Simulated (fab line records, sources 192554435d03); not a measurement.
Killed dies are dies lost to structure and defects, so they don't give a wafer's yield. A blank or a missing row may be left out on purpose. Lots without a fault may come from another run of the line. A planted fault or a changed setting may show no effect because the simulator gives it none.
Split-lot experiment | flow n5_finfet | 7 lots, 39 wafers read, on a route of 1938 steps

THE SPLIT
At N5_BEOL_M0_SAQP_PECVD_96 (deposits a-Si from SiH4/He, target thk 45 nm, time 45.2 s), the setting time_s was moved away from the recipe's 45.2 s on 15 of the 39 wafers read, by -59.7% to -15.9%. The other wafers ran this setting at the recipe's value.

FROM THE SPLIT TO THE READING: what the file shows between them, 4 steps
- N5_BEOL_M0_SAQP_PECVD_97: deposits SiNx from SiH4/NH3/N2, target thk 23 nm, time 19.9 s
- N5_BEOL_M0_SAQP_PECVD_04: deposits a-Si from SiH4/He, target thk 60 nm, time 60.2 s
- N5_BEOL_M0_SAQP_ETCH_101: etches SiNx in CH3F/O2, target depth 29.9 nm, time 42.7 s
- N5_BEOL_M0_SAQP_ETCH_102: etches SiO2 in CF4, target depth 4 nm, time 4.4 s

THE READING
oes_product_au, in a.u., at N5_BEOL_M0_SAQP_MANDREL_ETCH_103 (etches a-Si in HBr/Cl2, stops on SiCN, target depth 45 nm, bt time 10 s, time 27 s). Fault-free wafers of this fab line usually give 0.679 a.u., standard deviation 0.01 a.u..

wafer  | tool, chamber at the split | time_s as run, s | against the recipe | oes_product_au, a.u. | against lot-mates on the recipe
L074.1 | pecvd-01, 2,0              | 45.2             | recipe             | 0.670                | -
L074.2 | pecvd-01, 1,0              | 35.62            | -21.2%             | 0.583                | -0.096
L074.3 | pecvd-01, 2,0              | 45.2             | recipe             | 0.684                | -
L074.4 | pecvd-01, 2                | 35.62            | -21.2%             | 0.588                | -0.091
L074.5 | pecvd-01, 1                | 45.2             | recipe             | 0.684                | -
L074.6 | pecvd-01, 1,0              | 35.62            | -21.2%             | 0.592                | -0.087
L077.1 | pecvd-01, 0                | 45.2             | recipe             | 0.675                | -
L077.5 | pecvd-01, 2                | 45.2             | recipe             | 0.675                | -
L077.6 | pecvd-01, 0                | 45.2             | recipe             | 0.678                | -
L081.1 | pecvd-02, 2                | 21.28            | -52.9%             | 0.470                | -0.218
L081.2 | pecvd-02, 1                | 45.2             | recipe             | 0.678                | -
L081.3 | pecvd-02, 0                | 45.2             | recipe             | 0.701                | -
L081.4 | pecvd-02, 2,0              | 21.28            | -52.9%             | 0.465                | -0.223
L081.5 | pecvd-02, 2,0              | 21.28            | -52.9%             | 0.484                | -0.204
L081.6 | pecvd-02, 1                | 45.2             | recipe             | 0.686                | -
L083.1 | pecvd-04, 0                | 45.2             | recipe             | 0.664                | -
L083.2 | pecvd-04, 2                | 37.05            | -18.0%             | 0.615                | -0.060
L083.3 | pecvd-04, 1                | 45.2             | recipe             | 0.679                | -
L083.4 | pecvd-04, 0                | 37.05            | -18.0%             | 0.609                | -0.066
L083.5 | pecvd-04, 1                | 45.2             | recipe             | 0.683                | -
L083.6 | pecvd-04, 2                | 37.05            | -18.0%             | 0.615                | -0.060
L086.1 | pecvd-01, 0                | 18.2             | -59.7%             | 0.434                | -0.254
L086.2 | pecvd-01, 1                | 18.2             | -59.7%             | 0.444                | -0.244
L086.3 | pecvd-01, 2                | 45.2             | recipe             | 0.679                | -
L086.4 | pecvd-01, 1                | 45.2             | recipe             | 0.688                | -
L086.5 | pecvd-01, 0                | 18.2             | -59.7%             | 0.439                | -0.249
L086.6 | pecvd-01, 2                | 45.2             | recipe             | 0.697                | -
L094.1 | pecvd-04, 0,2              | 45.2             | recipe             | 0.677                | -
L094.2 | pecvd-04, 0,2              | 45.2             | recipe             | 0.688                | -
L094.3 | pecvd-04, 1                | 45.2             | recipe             | 0.673                | -
L094.4 | pecvd-04, 1                | 45.2             | recipe             | 0.683                | -
L094.5 | pecvd-04, 0                | 45.2             | recipe             | 0.698                | -
L094.6 | pecvd-04, 2                | 45.2             | recipe             | 0.673                | -
L097.1 | pecvd-04, 2                | 45.2             | recipe             | 0.665                | -
L097.2 | pecvd-04, 1                | 38.01            | -15.9%             | 0.604                | -0.065
L097.3 | pecvd-04, 0                | 38.01            | -15.9%             | 0.606                | -0.063
L097.4 | pecvd-04, 1,2              | 45.2             | recipe             | 0.669                | -
L097.5 | pecvd-04, 0                | 38.01            | -15.9%             | 0.622                | -0.047
L097.6 | pecvd-04, 1,2              | 45.2             | recipe             | 0.673                | -
Where a row lists several chambers, the file gives one row for several wafers and doesn't say which wafer went through which chamber.

THE FIT
A straight line over all 39 wafers: oes_product_au changes by +0.00399 a.u. for each +1% of time_s; r = +0.99; the points scatter about the line by 0.0092 a.u..
The same after taking each lot's own level away (the mean of its wafers on the recipe; 39 wafers): +0.00412 a.u. for each +1%; r = +1.00; scatter 0.0081 a.u..
On that fit, the largest move of time_s shifts the reading by 0.25 a.u..
The lots' own levels span 0.6690 to 0.6883 a.u., that is 1.9 times the standard deviation above.
So the lot-to-lot level changes the slope little: the two slopes agree.
Check: with one of the wafers moved furthest among these (-59.7%) left out of the fit, the line predicts -0.243 a.u. for it against its lot-mates. It came out at -0.254 a.u. against them.

OTHER SPLITS ON THESE WAFERS
These wafers also went through other splits before the reading. Each is held against what the fit with the lots' levels taken away leaves over:
other split on the same wafers               | wafers away from the commonest value | r with oes_product_au (lot level and that fit taken away)
N5_STI_FIN_REVEAL_ETCHBACK_08 target_depth_a | 12                                   | -0.20
N5_ILD0_PRECLEAN_10 time_s                   | 12                                   | -0.03

THE WHOLE CHAIN: every reading that the file lists as answering this split, in the file's order
step                             | what it does                                                                       | reading                                                                               | change (the file's fit)                   | r (the file's)
N5_BEOL_M0_SAQP_PECVD_96         | deposits a-Si from SiH4/He, target thk 45 nm, time 45.2 s                          | a-Si_of_BEOL_M0_SAQP_PECVD_96.thk_nm (the simulator's own value, which no gauge read) | +0.451 nm for each +1% of the setting     | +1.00
N5_BEOL_M0_SAQP_MANDREL_ETCH_103 | etches a-Si in HBr/Cl2, stops on SiCN, target depth 45 nm, bt time 10 s, time 27 s | oes_product_au                                                                        | +0.00409 a.u. for each +1% of the setting | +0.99
N5_BEOL_M0_SAQP_MANDREL_ETCH_103 | etches a-Si in HBr/Cl2, stops on SiCN, target depth 45 nm, bt time 10 s, time 27 s | etch.depth_nm (the simulator's own value, which no gauge read)                        | +0.452 nm for each +1% of the setting     | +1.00

THE FILE'S OWN FIT
oes_product_au changes by +0.00409 a.u. for each +1% of time_s, r = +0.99.
